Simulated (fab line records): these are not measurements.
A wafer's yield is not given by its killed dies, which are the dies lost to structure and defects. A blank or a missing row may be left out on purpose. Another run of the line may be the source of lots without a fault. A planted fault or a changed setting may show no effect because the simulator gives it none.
Split-lot study    flow n5-finfet    7 lots, 21 wafers read, on a route of 1938 steps

THE SPLIT
At N5_BEOL_M13_ETCH_67 (etches SiARC in CF4, target depth 143 nm, time 238.3 s), the setting bias-w was moved away from the recipe's 36 W on 6 of the 21 wafers read, by -17.7% to +13.5%. For the rest of the wafers, this setting stayed at what the recipe calls for.

The reading comes from the split's own step.

THE READING
rf-vpp-V, in V, at N5_BEOL_M13_ETCH_67 (etches SiARC in CF4, target depth 143 nm, time 238.3 s). A value of 184.2 V with a standard deviation of 1.2 V is what fault-free wafers of this fab line usually give.

wafer   tool, chamber at the split  bias-w as run, W  against the recipe  rf-vpp-V, V  against lot-mates on the recipe
L074.1  rie-diel-03, 3              33.15             -7.9%               173.8        -11.0
L074.3  rie-diel-03, 0              36                recipe              184.8        -
L074.5  rie-diel-03, 3              33.15             -7.9%               175.1        -9.7
L078.2  rie-diel-01, 3              36                recipe              182.9        -
L078.3  rie-diel-01, 2              36                recipe              185.4        -
L078.6  rie-diel-01, 3              36                recipe              182.6        -
L086.2  rie-diel-04, 3              33.78             -6.2%               175.8        -7.6
L086.4  rie-diel-04, 1              36                recipe              182.5        -
L086.6  rie-diel-04, 1              36                recipe              184.4        -
L088.3  rie-diel-04, 0              36                recipe              184.3        -
L088.5  rie-diel-04, 2              36                recipe              185.4        -
L088.6  rie-diel-04, 3              36                recipe              184.2        -
L090.2  rie-diel-01, 2              36                recipe              185.8        -
L090.4  rie-diel-01, 1              40.87             +13.5%              197.6        +11.8
L090.6  rie-diel-01, 1              40.87             +13.5%              197.0        +11.2
L091.2  rie-diel-04, 3              36                recipe              185.3        -
L091.4  rie-diel-04, 0              36                recipe              183.5        -
L091.6  rie-diel-04, 2              36                recipe              186.2        -
L095.1  rie-diel-04, 3              29.62             -17.7%              162.6        -21.3
L095.3  rie-diel-04, 1              36                recipe              182.4        -
L095.5  rie-diel-04, 2              36                recipe              185.3        -

THE FIT
A straight line over all 21 wafers: rf-vpp-V changes by +1.11 V for each +1% of bias-w; r = +0.98; the points scatter about the line by 1.4 V.
The same after taking each lot's own level away (the mean of its wafers on the recipe; 21 wafers): +1.06 V for each +1%; r = +0.98; scatter 1.4 V.
According to that fit, moving bias-w by its largest amount changes the reading by 19 V.
The lots' own levels span 183.45 to 185.80 V, that is 2.0 times the standard deviation above.
So the lot-to-lot level changes the slope little: the two slopes agree.
Check: -18.1 V against its lot-mates is what the line predicts for one of the wafers moved furthest among these (-17.7%) when that wafer is left out of the fit. Against them it came out at -21.3 V.
Tool readings at the split's step, against how far the setting was moved: rf-vpp-V r = +0.98.

THE OTHER SPLITS THESE WAFERS WENT THROUGH
These wafers also went through other splits before the reading. Each is held against what the fit with the lots' levels taken away leaves over:
other split on the same wafers  wafers away from the commonest value  r with rf-vpp-V (lot level and that fit taken away)
N5_BEOL_M11_COAT_05 spin-rpm    5                                     -0.04
N5_BEOL_M11_ETCH_41 time-s      4                                     -0.10
N5_BEOL_M11_CURE_72 time-s      6                                     +0.45

THE FILE'S OWN FIT
rf-vpp-V changes by +1.11 V for each +1% of bias-w, r = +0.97.
